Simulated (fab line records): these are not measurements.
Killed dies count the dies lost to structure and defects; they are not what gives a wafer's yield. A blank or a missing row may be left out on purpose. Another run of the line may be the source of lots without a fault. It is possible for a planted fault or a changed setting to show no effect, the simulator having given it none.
Matching of chambers | flow n5-finfet | cmp-02 running N5_BEOL_M9_CMP_52: 4 sister chambers
The step polishes, stops on SiCOH lowk, t overpolish 7 s, target thk 140 nm. 8 wafers are shown with their chamber, then 12 later ones without.

== WAFERS PAIRED WITH THEIR CHAMBERS ==
wafer  | chamber | motor-current-A (A) | time-to-endpoint-s (s)
L076.4 | 1       | 5.1                 | 67
L094.6 | 3       | 6.4                 | 61
L094.3 | 1       | 5.5                 | 65
L094.4 | 2       | 6.2                 | 64
L094.5 | 0       | 4.9                 | 59
L085.2 | 2       | 6.3                 | 63
L085.4 | 0       | 4.9                 | 61
L085.6 | 3       | 6.5                 | 61

== WAFERS WITHOUT THEIR CHAMBER ==
wafer  | motor-current-A (A) | time-to-endpoint-s (s)
L089.1 | 6.6                 | 59
L089.2 | 4.9                 | 58
L089.4 | 5.0                 | 65
L089.3 | 5.9                 | 63
L089.5 | 5.0                 | 65
L089.6 | 6.2                 | 62
L096.1 | 5.2                 | 67
L096.4 | 6.2                 | 64
L096.5 | 7.1                 | 69
L097.1 | 4.7                 | 64
L097.3 | 5.8                 | 73
L097.6 | 5.0                 | 69

== EACH ONE'S CHAMBER ==
wafer  | from the rows above     | in truth
L089.1 | 3                       | 3
L089.2 | 0                       | 0
L089.4 | 1                       | 1
L089.3 | can't be placed: 2 or 3 | 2
L089.5 | 1                       | 1
L089.6 | can't be placed: 2 or 3 | 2
L096.1 | 1                       | 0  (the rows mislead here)
L096.4 | 2                       | 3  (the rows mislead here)
L096.5 | can't be placed: 2 or 3 | 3
L097.1 | can't be placed: 0 or 1 | 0
L097.3 | 1                       | 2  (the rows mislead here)
L097.6 | 1                       | 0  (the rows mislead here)
Correct placement for 4 of the 12. Cannot be placed on the basis of these rows: 4; the candidates contain the true chamber in 4. Number placed wrongly: 4.
How it was worked out, from the rows above alone: a wafer's distance from a chamber is the root of the sum, over the readings, of the square of ((its reading less the chamber's mean) divided by the reading's scatter). The wafer belongs to the nearest chamber; if the next one is less than 2 further off, it can't be placed. A chamber's mean is the mean of its shown wafers. The scatter: the root of (the sum of the squares of (reading less its chamber's mean) over the shown wafers, divided by (wafers less chambers)).
